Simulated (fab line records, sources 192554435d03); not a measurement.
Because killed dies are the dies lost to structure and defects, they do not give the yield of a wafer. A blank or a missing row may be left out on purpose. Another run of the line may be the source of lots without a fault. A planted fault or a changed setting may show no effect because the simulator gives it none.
fab line records ; flow n5-finfet
record: lots: 9; wafers: 25; last-day: 18
route steps=1938 shown BEOL_M4@1111 BEOL_M11@1556 PASSIVATION@1936
lots that met no fault: from a run of the same line without faults
start-h: hours from the record's first day to the start of the lot's first wafer shown ; wait-h: how many hours have passed since the lot's step before this one ; " same as the row above ; L1.1+2: one row covering several wafers at once ; - no value, or no start was given ; * or withheld: withheld ; < > ~ a bound
route shown NAME@n: names a module that has steps shown in the file, with the first one's number in the route ; usual: the fault-free wafers' mean and standard deviation ; same: alike in all rows ; chamber/n: place in a boat ; sites: readings site by site ; _std_site: standard deviation of those values ; _edge_site: outer sites' mean less inner sites' ; radius-mm: for every site, how far away it sits from the centre of the wafer ; mask NAME#n: copy n ; behind: the tool/chamber that last shaped the wafer ; hold: reason for holding the lot/hours on hold/outcome of the hold ; device: whichever transistor did not switch (one of n, p or np) ; end of line: at the end of the route, the tests of the same wafers ; a step without rows: its recipe alone ; killed: at the first sort, the dies lost to defects and structure; wafer yield is something else ; map: the dies of a wafer, with x for killed, . for not killed, _ for no die there
set.NAME: the setting that was run; set.NAME@STEP: the one run at that earlier step ; model.NAME: the simulator's own value behind a step, which no gauge read
route steps across a sampled set of lots; one table per step, one row per wafer
services: the hour from which a tool's chamber was out of use, counted from the record's first day as start-h (under 0 if before that day), plus the number of hours and why
== steps ==
step: N5_BEOL_M4_RC_MEAS_101
usual: DIBL_N: 36.1/1.7; DIBL_P: 35.9/2.1; IOFF_N: 0.154/0.029; IOFF_P: 0.21/0.035; ION_N: 673/10; ION_P: 463/7.5; SS_N: 71.6/0.59; SS_P: 73.2/0.69; VT_N: 250.5/2.9; VT_P: -250/3.2
lot.wafer;tool;chamber;start-h;wait-h;DIBL_N[mV/V];DIBL_P[mV/V];IOFF_N[nA/um];IOFF_P[nA/um];ION_N[uA/um];ION_P[uA/um];SS_N[mV/dec];SS_P[mV/dec];VT_N[mV];VT_P[mV]
L908.2;prober-01;0;196.40;0.2;35.0;35.2;0.160;0.23;683;467;70.9;73.1;246.9;-249
L908.3;prober-01;0;196.40;0.2;36.1;37.3;0.185;0.26;693;474;71.6;73.2;248.3;-245
L908.6;prober-01;0;196.40;0.2;37.3;37.2;0.194;0.26;682;469;71.8;73.5;245.2;-247
L913.3;prober-01;0;224.41;0.3;38.0;38.1;0.166;0.24;675;465;71.7;73.9;249.4;-245
L913.5;prober-01;0;224.41;0.3;37.1;36.7;0.147;0.21;674;466;71.3;73.9;251.3;-249
L913.6;prober-01;0;224.41;0.3;38.6;38.0;0.166;0.23;669;463;72.2;74.0;250.2;-248
L916.4;prober-02;0;252.78;0.5;35.3;35.5;0.162;0.23;678;464;71.4;74.0;251.4;-245
L916.5;prober-02;0;252.78;0.5;35.3;35.3;0.161;0.23;677;464;70.8;73.5;250.4;-248
L920.2;prober-02;0;267.96;0.2;36.9;36.6;0.160;0.22;668;460;72.4;73.3;250.9;-250
L920.3;prober-02;0;267.96;0.2;36.1;36.0;0.148;0.20;674;460;71.6;73.1;252.0;-251
L919.1;prober-01;0;268.87;0.0;35.6;35.8;0.148;0.21;668;462;71.5;73.6;250.8;-250
L919.3;prober-01;0;268.87;0.0;35.3;35.4;0.140;0.20;665;458;71.5;73.0;251.8;-250
L919.4;prober-01;0;268.87;0.0;36.7;36.4;0.151;0.20;661;454;72.3;72.6;250.6;-250
L924.3;prober-01;0;298.23;0.3;34.4;35.2;0.130;0.18;676;459;70.9;72.7;253.2;-253
L924.4;prober-01;0;298.23;0.3;35.6;36.6;0.144;0.20;666;458;71.2;73.3;250.0;-250
L924.5;prober-01;0;298.23;0.3;34.5;34.1;0.115;0.16;653;452;71.0;72.6;254.2;-252
L926.1;prober-02;0;302.65;0.0;34.0;33.3;0.125;0.19;672;465;71.2;71.5;253.6;-254
L926.5;prober-02;0;302.65;0.0;32.3;32.1;0.120;0.19;676;475;70.9;72.4;250.4;-252
L926.6;prober-02;0;302.65;0.0;35.7;34.5;0.151;0.21;667;464;71.7;72.7;248.6;-251
L927.3;prober-02;0;306.34;0.3;36.1;34.5;0.143;0.21;668;466;70.9;72.8;252.3;-247
L927.4;prober-02;0;306.34;0.3;36.5;35.5;0.158;0.22;676;468;71.9;72.2;247.6;-249
L927.5;prober-02;0;306.34;0.3;35.0;33.4;0.135;0.19;677;474;71.2;72.3;251.1;-250
L929.1;prober-02;0;322.26;0.1;36.6;33.7;0.141;0.17;670;458;71.2;73.6;252.5;-254
L929.2;prober-02;0;322.26;0.1;36.2;33.5;0.131;0.17;669;457;70.7;72.3;253.5;-254
L929.4;prober-02;0;322.26;0.1;38.7;37.3;0.171;0.21;675;456;71.6;73.7;247.2;-250
step: N5_BEOL_M11_STRIP_67
recipe: chemistry: CF4; resist: SiARC; power-w: 300; bias-power-w: 75; pressure-mtorr: 50; cf4-flow-sccm: 150; rf-frequency-hz: 6e+07
usual: bias-power-w: 75.02/0.19; chamber-pressure-mTorr: 50.00/0.049; drypump-motor-current-A: 5.7/0.39; oes-product-au: 0.80/0.091; rf-vpp-V: 271.6/1.1; showerhead-plenum-p-Torr: 1.82/0.046; throttle-valve-pct: 13.56/0.26
lot.wafer;tool;chamber;start-h;wait-h;bias-power-w;chamber-pressure-mTorr;drypump-motor-current-A;oes-product-au;rf-hours-counter-h;rf-vpp-V;showerhead-plenum-p-Torr;throttle-valve-pct
L908.2;rie-diel-02;3;249.14;0.0;74.77;49.93;5.6;0.69;245;272.0;1.85;13.65
L908.3;rie-diel-02;0;249.14;0.0;75.08;49.90;6.6;0.68;239;268.7;1.69;13.77
L908.6;rie-diel-02;1;249.14;0.0;74.81;49.96;6.0;0.75;-;271.8;1.80;13.35
L913.3;rie-diel-03;1;278.13;0.0;75.11;49.96;5.5;0.95;10;271.4;1.77;13.28
L913.5;rie-diel-03;3;278.13;0.0;74.96;50.01;5.6;0.71;-;270.8;1.77;13.78
L913.6;rie-diel-03;2;278.13;0.0;74.80;50.06;5.8;0.91;-;271.2;1.76;13.36
L916.4;rie-diel-06;0;311.55;0.0;74.77;50.00;5.3;0.81;-;272.2;1.81;13.48
L916.5;rie-diel-06;2;311.55;0.0;75.36;49.97;6.1;0.72;-;274.0;1.86;13.89
L920.2;rie-diel-03;0;319.34;0.0;75.21;50.02;5.3;0.75;190;273.0;1.87;13.71
L920.3;rie-diel-03;3;319.34;0.0;75.16;50.01;5.5;0.70;240;271.0;1.77;13.81
L919.1;rie-diel-06;0;322.05;0.0;75.15;49.99;5.3;0.81;104;270.4;1.81;13.49
L919.3;rie-diel-06;2;322.05;0.0;74.79;50.01;6.1;0.72;193;271.4;1.86;13.89
L919.4;rie-diel-06;2;322.05;0.0;75.05;50.00;6.1;0.72;-;270.6;1.86;13.90
L926.1;rie-diel-02;2;356.52;0.0;75.11;49.99;5.1;0.70;208;271.6;1.85;14.04
L926.5;rie-diel-02;0;356.52;0.0;75.09;50.05;6.6;0.89;-;274.2;1.89;13.26
L926.6;rie-diel-02;1;356.52;0.0;75.04;50.06;6.0;0.73;-;271.7;1.79;13.40
L924.3;rie-diel-06;3;356.66;0.0;74.83;50.03;5.7;0.88;29;272.8;1.83;13.34
L924.4;rie-diel-06;0;356.66;0.0;74.97;50.07;5.4;0.79;-;271.9;1.80;13.51
L924.5;rie-diel-06;2;356.66;0.0;75.37;50.06;6.1;0.71;-;273.3;1.86;13.93
L927.3;rie-diel-03;2;370.68;0.0;75.02;50.05;5.8;0.87;45;270.8;1.76;13.41
L927.4;rie-diel-03;0;370.68;0.0;75.14;49.95;5.3;0.74;-;272.8;1.86;13.76
L927.5;rie-diel-03;2;370.68;0.0;74.90;49.99;5.8;0.88;-;272.1;1.76;13.39
L929.1;rie-diel-06;1;386.01;0.0;74.71;50.02;5.8;0.92;16;272.3;1.84;13.38
L929.2;rie-diel-06;3;386.01;0.0;75.26;49.98;5.7;0.86;38;273.0;1.82;13.38
L929.4;rie-diel-06;2;386.01;0.0;74.90;50.07;6.1;0.70;217;274.1;1.86;13.95
step: N5_BEOL_M11_ETCH_41
recipe: chemistry: CH3F/O2; target: SiCN; target-depth-a: 426; taper-deg: 2; time-s: 86; ion-energy-ev: 120; mask-material: TiN; pressure-mtorr: 30; source-w: 395; bias-w: 75; Ar_flow_sccm: 150; CH3F_flow_sccm: 30; O2_flow_sccm: 20
usual: CH3F_flow_sccm: 30.00/0.089; O2_flow_sccm: 19.99/0.063; chamber-pressure-mTorr: 29.999/0.029; drypump-motor-current-A: 5.7/0.39; oes-product-au: 0.81/0.097; rf-vpp-V: 297.8/1.4; showerhead-plenum-p-Torr: 2.02/0.058; throttle-valve-pct: 16.26/0.26
lot.wafer;tool;chamber;start-h;wait-h;CH3F_flow_sccm;O2_flow_sccm;chamber-pressure-mTorr;drypump-motor-current-A;oes-product-au;rf-hours-counter-h;rf-vpp-V;showerhead-plenum-p-Torr;throttle-valve-pct
L908.2;rie-diel-06;1;251.78;-;29.90;19.88;29.955;5.8;0.70;232;299.4;2.06;16.61
L908.3;rie-diel-06;2;251.78;-;29.96;19.90;30.085;6.1;0.75;169;298.0;2.08;16.54
L908.6;rie-diel-06;0;251.78;-;30.16;19.93;30.029;5.3;0.82;-;296.8;2.03;16.20
L913.3;rie-diel-06;3;279.50;-;29.95;19.94;30.012;5.7;0.97;1;299.1;2.05;16.04
L913.5;rie-diel-06;0;279.50;-;30.06;20.01;29.970;5.4;0.82;-;298.5;2.02;16.24
L913.6;rie-diel-06;1;279.50;-;29.88;19.94;30.003;5.8;0.70;-;297.7;2.06;16.64
L916.4;rie-diel-03;1;314.76;-;-;-;-;-;-;-;-;-;-
L916.5;rie-diel-03;1;314.76;-;-;-;-;-;-;-;-;-;-
L920.2;rie-diel-06;2;321.10;-;-;-;-;-;-;-;-;-;-
L920.3;rie-diel-06;3;321.10;-;-;-;-;-;-;-;-;-;-
L919.1;rie-diel-03;1;323.15;-;-;-;-;-;-;-;-;-;-
L919.3;rie-diel-03;0;323.15;-;-;-;-;-;-;-;-;-;-
L919.4;rie-diel-03;2;323.15;-;-;-;-;-;-;-;-;-;-
L924.3;rie-diel-06;2;358.83;-;30.01;20.02;30.003;6.1;0.72;208;298.1;2.07;16.62
L924.4;rie-diel-06;3;358.83;-;30.05;20.00;29.968;5.7;0.88;-;298.5;2.04;16.12
L924.5;rie-diel-06;0;358.83;-;29.94;20.00;30.007;5.3;0.78;-;297.9;2.02;16.29
L926.1;rie-diel-03;2;359.19;-;30.03;20.04;30.035;5.8;0.88;41;295.5;1.94;16.08
L926.5;rie-diel-03;1;359.19;-;30.04;19.95;29.970;5.5;0.90;-;296.0;1.97;16.15
L926.6;rie-diel-03;2;359.19;-;30.04;20.03;30.075;5.8;0.88;-;296.2;1.94;16.11
L927.3;rie-diel-02;1;371.82;-;30.08;20.08;29.955;6.0;0.72;202;296.8;1.97;16.00
L927.4;rie-diel-02;3;371.82;-;29.92;20.04;29.932;5.6;0.93;29;298.4;2.04;15.87
L927.5;rie-diel-02;2;371.82;-;30.17;19.99;30.008;5.1;0.69;-;299.4;2.07;16.73
L929.1;rie-diel-06;2;390.23;-;30.05;19.99;29.999;6.1;0.72;218;298.2;2.06;16.63
L929.2;rie-diel-06;3;390.23;-;30.10;19.93;29.989;5.7;0.87;39;297.2;2.04;16.14
L929.4;rie-diel-06;0;390.23;-;29.96;20.08;29.986;5.3;0.77;126;297.1;2.01;16.30
step: N5_BEOL_M11_CURE_72
recipe: temp-c: 370; time-s: 120; ambient: DMADMS/He; material: SiCOH_lowk
usual: lamp-power-pct: 52.32/0.055; wafer_temp_C_max: 371.8/0.61
lot.wafer;tool;chamber;start-h;wait-h;lamp-power-pct;wafer_temp_C_max
L908.2;uv-cure-02;0;252.27;0.1;52.20;372.4
L908.3;uv-cure-02;0;252.27;0.1;52.24;372.1
L908.6;uv-cure-02;0;252.27;0.1;52.38;372.2
L913.3;uv-cure-03;0;280.05;0.2;52.33;371.4
L913.5;uv-cure-03;0;280.05;0.2;52.29;371.9
L913.6;uv-cure-03;0;280.05;0.2;52.37;371.2
L916.4;uv-cure-02;0;315.25;0.2;52.41;373.3
L916.5;uv-cure-02;0;315.25;0.2;52.31;372.3
L920.2;uv-cure-02;2;321.48;0.1;52.27;371.9
L920.3;uv-cure-02;2;321.48;0.1;52.28;373.4
L919.1;uv-cure-02;1;323.80;0.3;52.35;371.6
L919.3;uv-cure-02;1;323.80;0.3;52.27;371.2
L919.4;uv-cure-02;1;323.80;0.3;52.31;371.6
L924.3;uv-cure-03;1;359.54;0.4;52.30;371.0
L924.4;uv-cure-03;1;359.54;0.4;52.23;371.5
L924.5;uv-cure-03;1;359.54;0.4;52.36;371.1
L926.1;uv-cure-01;0;359.64;0.0;52.36;371.9
L926.5;uv-cure-01;0;359.64;0.0;52.29;371.8
L926.6;uv-cure-01;0;359.64;0.0;52.33;372.2
L927.3;uv-cure-01;0;372.25;0.1;52.27;371.8
L927.4;uv-cure-01;0;372.25;0.1;52.49;371.4
L927.5;uv-cure-01;0;372.25;0.1;52.29;371.8
L929.1;uv-cure-03;0;390.58;0.0;52.27;372.5
L929.2;uv-cure-03;0;390.58;0.0;52.34;372.2
L929.4;uv-cure-03;0;390.58;0.0;52.20;371.7
step: N5_BEOL_M11_SPUTTER_48
recipe: material: Cu; target-thk-a: 120; temp-c: -20; bias-v: 60; power-w: 26000; chamber-pressure-pa: 0.13; time-s: 2
usual: susceptor-temp-C: -20.00/0.1; throttle-valve-pct: 30.0/1.1
lot.wafer;tool;chamber;start-h;wait-h;susceptor-temp-C;throttle-valve-pct
L908.2;pvd-sputter-03;-;253.35;0.1;-19.91;29.6
L908.3;pvd-sputter-03;-;253.35;0.1;-20.03;30.8
L908.6;pvd-sputter-03;-;253.35;0.1;-19.92;28.8
L913.3;pvd-sputter-02;-;281.36;0.1;-20.14;31.6
L913.5;pvd-sputter-02;-;281.36;0.1;-20.00;31.4
L913.6;pvd-sputter-02;-;281.36;0.1;-19.85;31.8
L916.4;pvd-sputter-03;-;316.25;0.0;-20.05;28.9
L916.5;pvd-sputter-03;-;316.25;0.0;-20.04;29.1
L920.2;pvd-sputter-03;-;322.63;0.1;-19.78;28.8
L920.3;pvd-sputter-03;-;322.63;0.1;-20.06;29.4
L919.1;pvd-sputter-03;-;324.70;0.1;-19.86;28.9
L919.3;pvd-sputter-03;-;324.70;0.1;-20.14;28.7
L919.4;pvd-sputter-03;-;324.70;0.1;-19.96;30.8
L924.3;pvd-sputter-01;-;362.73;0.1;-20.11;30.4
L924.4;pvd-sputter-01;-;362.73;0.1;-20.01;30.4
L924.5;pvd-sputter-01;-;362.73;0.1;-19.83;30.9
L926.1;pvd-sputter-01;-;363.37;0.1;-19.89;27.8
L926.5;pvd-sputter-01;-;363.37;0.1;-20.08;28.0
L926.6;pvd-sputter-01;-;363.37;0.1;-19.95;30.7
L927.3;pvd-sputter-02;-;373.72;0.1;-20.00;29.7
L927.4;pvd-sputter-02;-;373.72;0.1;-20.00;31.7
L927.5;pvd-sputter-02;-;373.72;0.1;-20.02;30.7
L929.1;pvd-sputter-02;-;391.68;0.1;-19.92;29.7
L929.2;pvd-sputter-02;-;391.68;0.1;-20.24;30.6
L929.4;pvd-sputter-02;-;391.68;0.1;-20.02;31.5
step: N5_PASSIVATION_PROBE_49
usual: defect-limited-yield: 91.3/1.4; killed_at_M0_to_M3: 34/9.2; killed_at_M4_up: 13/5.3; killed-at-contacts: 12/6; killed-at-front-end: 39/12; killed-at-other: 4/3.3; killed-dies: 102/17; killed-on-rim: 13/3.9; killed-open: 67/12; killed-short: 34/7.4; sort_bin_5_function: 5.1/1; sort_bin_6_memory: 3.2/0.6; sort-n-pass: 1078/17; sort-yield-pct: 91.3/1.4
same: gross-dies: 1180; killed-at-back-side: 0; sort_bin_4_leakage[%]: 0; sort_bin_8_speed[%]: 0
lot.wafer;tool;chamber;start-h;wait-h;defect-limited-yield[%];killed_at_M0_to_M3;killed_at_M4_up;killed-at-contacts;killed-at-front-end;killed-at-other;killed-dies;killed-on-rim;killed-open;killed-short;sort_bin_5_function[%];sort_bin_6_memory[%];sort-n-pass;sort-yield-pct[%]
L916.4;prober-01;-;368.93;0.2;0;40;1101;6;30;3;1180;152;54;35;97.0;2.7;0;0
L916.5;prober-01;-;368.98;0.2;0;37;1100;6;34;3;1180;152;64;28;96.6;3.2;0;0
L920.2;prober-02;-;370.80;0.1;0;37;1105;4;34;0;1180;152;70;21;96.4;2.9;0;0
L920.3;prober-02;-;370.85;0.1;0;46;1079;13;41;1;1180;152;81;23;95.7;4.1;0;0
L919.1;prober-01;-;375.09;0.0;0;33;1110;6;29;2;1180;152;48;30;96.8;3.1;0;0
L919.3;prober-01;-;375.19;0.1;0;35;1106;11;27;1;1180;152;64;23;96.9;3.0;0;0
L919.4;prober-01;-;375.24;0.2;0;36;1096;10;37;1;1180;152;61;33;97.1;2.8;0;0
L924.3;prober-01;-;407.02;0.1;89.4;48;21;18;29;9;125;12;80;44;6.2;3.8;1055;89.4
L924.4;prober-01;-;407.07;0.2;90.1;31;21;22;41;2;117;18;82;31;5.6;4.0;1063;90.1
L924.5;prober-01;-;407.12;0.2;91.2;37;18;11;38;0;104;14;64;36;5.4;3.1;1076;91.2
killed by level:class
L916.4 BEOL_M11:area-etch=1091 BEOL_M3:geometric-particle:open=17 FIN_SAQP:geometric-particle:short=10 MOL_CONTACT_COAG:geometric-particle:open=5 BEOL_M0_SAQP:geometric-particle:open=5 GATE_CUT:geometric-particle:short=4 BEOL_M0:geometric-particle:short=4 BEOL_M2:geometric-particle:open=4
L916.5 BEOL_M11:area-etch=1087 BEOL_M3:geometric-particle:open=16 BEOL_M2:geometric-particle:open=8 STI_FIN_REVEAL:geometric-particle:open=6 MOL_CONTACT_COAG:geometric-particle:open=6 STARTING-WAFER:geometric-particle:short=6 BEOL_M4:geometric-particle:open=5 STARTING-WAFER:geometric-particle:open=4
L920.2 BEOL_M11:area-etch=1089 BEOL_M2:geometric-particle:open=12 BEOL_M3:geometric-particle:open=11 BEOL_M4:geometric-particle:open=9 FIN_SAQP:geometric-particle:short=8 BEOL_M0_SAQP:geometric-particle:open=7 FIN_SAQP:geometric-particle:open=4 STI_FIN_REVEAL:geometric-particle:open=4
L920.3 BEOL_M11:area-etch=1075 BEOL_M3:geometric-particle:open=23 STI_FIN_REVEAL:geometric-particle:open=14 MOL_CONTACT_COAG:geometric-particle:open=9 DUMMY_GATE:geometric-particle:open=9 BEOL_M0_SAQP:geometric-particle:open=9 BEOL_M0_SAQP:geometric-particle:short=5 DUMMY_GATE:geometric-particle:short=4
L919.1 BEOL_M11:area-etch=1102 BEOL_M0_SAQP:geometric-particle:open=8 BEOL_M0_SAQP:geometric-particle:short=7 DUMMY_GATE:geometric-particle:open=6 BEOL_M1:geometric-particle:open=5 BEOL_M3:geometric-particle:open=5 STARTING-WAFER:geometric-particle:open=5 GATE_CUT:geometric-particle:short=4
L919.3 BEOL_M11:area-etch=1093 MOL_CONTACT_COAG:geometric-particle:open=9 BEOL_M3:geometric-particle:open=9 BEOL_M2:geometric-particle:open=7 FIN_SAQP:geometric-particle:open=5 BEOL_M0_SAQP:geometric-particle:open=5 BEOL_M0:geometric-particle:open=4 GATE_CUT:geometric-particle:short=4
L919.4 BEOL_M11:area-etch=1086 FIN_SAQP:geometric-particle:open=13 BEOL_M0_SAQP:geometric-particle:short=13 MOL_CONTACT_COAG:geometric-particle:open=8 DUMMY_GATE:geometric-particle:open=6 BEOL_M2:geometric-particle:open=6 FIN_SAQP:geometric-particle:short=5 BEOL_M1:geometric-particle:open=5
L924.3 MOL_CONTACT_COAG:geometric-particle:open=16 BEOL_M4:geometric-particle:open=13 BEOL_M0_SAQP:geometric-particle:short=10 BEOL_M0_SAQP:geometric-particle:open=8 BEOL_M1:geometric-particle:open=8 FIN_SAQP:geometric-particle:short=7 STI_FIN_REVEAL:geometric-particle:open=6 FIN_SAQP:geometric-particle:open=5
L924.4 STI_FIN_REVEAL:geometric-particle:open=20 MOL_CONTACT_COAG:geometric-particle:open=16 FIN_SAQP:geometric-particle:open=10 BEOL_M4:geometric-particle:open=10 BEOL_M0_SAQP:geometric-particle:short=6 MOL_CONTACT_COAG:geometric-particle:short=5 BEOL_M2:geometric-particle:open=5 BEOL_M3:geometric-particle:open=4
L924.5 FIN_SAQP:geometric-particle:short=14 MOL_CONTACT_COAG:geometric-particle:open=8 BEOL_M1:geometric-particle:open=8 BEOL_M2:geometric-particle:open=7 BEOL_M4:geometric-particle:open=7 FIN_SAQP:geometric-particle:open=6 BEOL_M0_SAQP:geometric-particle:short=5 BEOL_M0:geometric-particle:open=5
== services ==
tool;chamber;start-h;hours;kind
uv-cure-03;-;242.36;0.2;repair
uv-cure-01;-;243.66;1.9;repair
uv-cure-03;-;244.00;12.0;repair
rie-diel-06;3;250.46;-;clean
rie-diel-06;3;250.46;-;consumable-replace:focus-ring
rie-diel-06;3;250.46;18.2;scheduled-down
rie-diel-06;3;250.46;18.2;vent-cycle
uv-cure-01;-;251.05;2.2;repair
uv-cure-02;-;274.76;2.1;pm
uv-cure-03;-;292.31;2.1;pm
rie-diel-06;1;305.63;-;clean
rie-diel-06;1;305.63;-;consumable-replace:focus-ring
rie-diel-06;1;305.63;18.3;scheduled-down
rie-diel-06;1;305.63;18.3;vent-cycle
rie-diel-02;-;315.59;2.8;pm
uv-cure-01;-;320.55;6.0;pm
uv-cure-01;-;326.55;2.1;pm
rie-diel-03;-;343.13;14.6;pm
uv-cure-01;-;346.19;2.8;pm
rie-diel-06;1;352.47;9.0;repair
uv-cure-03;-;365.35;1.0;pm
uv-cure-02;-;368.24;0.5;repair
uv-cure-01;-;386.15;0.4;repair
rie-diel-03;1;388.84;3.2;repair
== key ==
first-sign: step: N5_BEOL_M11_ETCH_41; reading: tool-record; direction: missing
effect: step: N5_PASSIVATION_PROBE_49; reading: killed_at_M4_up; direction: up; sigmas: 99+; usual: 13; struck: 1100
more-kills-born-at: N5_BEOL_M11_ETCH_41@rie-diel-03: 5459; N5_BEOL_M11_ETCH_41@rie-diel-06: 2164
met-at N5_BEOL_M11_ETCH_41
struck-lots L916,L919,L920
later-rows-left-out L916.4,L916.5,L919.1,L919.3,L919.4,L920.2,L920.3
not-acting-at N5_BEOL_M11_STRIP_67,N5_BEOL_M11_CURE_72,N5_BEOL_M11_SPUTTER_48
onset-between 279.50 314.76
fault: kind: skipped-step-whole; tool: rie-diel-03,rie-diel-06; chamber: -; onset-h: 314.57; steps: N5_BEOL_M11_ETCH_41; scope: struck-lots-only
later-rows-left-out: the simulator's readings of these wafers behind a module that went badly wrong aren't trusted and aren't shown, but for the sort
